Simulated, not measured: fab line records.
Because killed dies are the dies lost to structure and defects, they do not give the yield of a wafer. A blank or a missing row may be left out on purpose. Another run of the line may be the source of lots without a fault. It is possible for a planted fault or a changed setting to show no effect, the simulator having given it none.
Chamber matching + flow n5Finfet + N5_BEOL_M2_ETCH_74 on rieDiel-01: 4 sister chambers
The step etches underlayer in N2/H2, target depth 6.5 nm, time 5.2 s. 7 wafers are shown with their chamber, then 7 later ones without.

## WAFERS WITH THEIR CHAMBER
| wafer  | chamber | showerheadPlenumPTorr (Torr) | drypumpMotorCurrentA (A) |
|--------|---------|------------------------------|--------------------------|
| L082.2 | 3       | 2.70                         | 5.0                      |
| L082.3 | 0       | 2.50                         | 4.9                      |
| L084.1 | 2       | 2.71                         | 6.4                      |
| L084.3 | 1       | 2.50                         | 5.3                      |
| L084.6 | 0       | 2.50                         | 4.9                      |
| L086.3 | 1       | 2.50                         | 5.3                      |
| L086.4 | 3       | 2.69                         | 4.9                      |

## WAFERS MISSING THEIR CHAMBER
| wafer  | showerheadPlenumPTorr (Torr) | drypumpMotorCurrentA (A) |
|--------|------------------------------|--------------------------|
| L086.5 | 2.70                         | 6.4                      |
| L093.1 | 2.69                         | 4.9                      |
| L093.4 | 2.49                         | 5.3                      |
| L093.5 | 2.49                         | 5.3                      |
| L096.1 | 2.70                         | 6.4                      |
| L096.3 | 2.49                         | 5.3                      |
| L096.5 | 2.70                         | 6.4                      |

## EACH ONE'S CHAMBER
| wafer  | from the rows above | in truth |
|--------|---------------------|----------|
| L086.5 | 2                   | 2        |
| L093.1 | 3                   | 3        |
| L093.4 | 1                   | 1        |
| L093.5 | 1                   | 1        |
| L096.1 | 2                   | 2        |
| L096.3 | 1                   | 1        |
| L096.5 | 2                   | 2        |
Correctly placed: 7 of 7. Not placeable from these rows: 0. Wrongly placed: 0.
How it was worked out, from the rows above alone: a wafer's distance from a chamber is the root of the sum, over the readings, of the square of ((its reading less the chamber's mean) divided by the reading's scatter). If the next closest chamber is less than 2 further off than the closest, the wafer can't be placed; otherwise it belongs to the closest. The mean given for a chamber averages the wafers shown for that chamber. How the scatter is found: for the shown wafers, subtract from each reading the mean of its chamber, square and add these, divide the total by (wafers less chambers), then take the root.
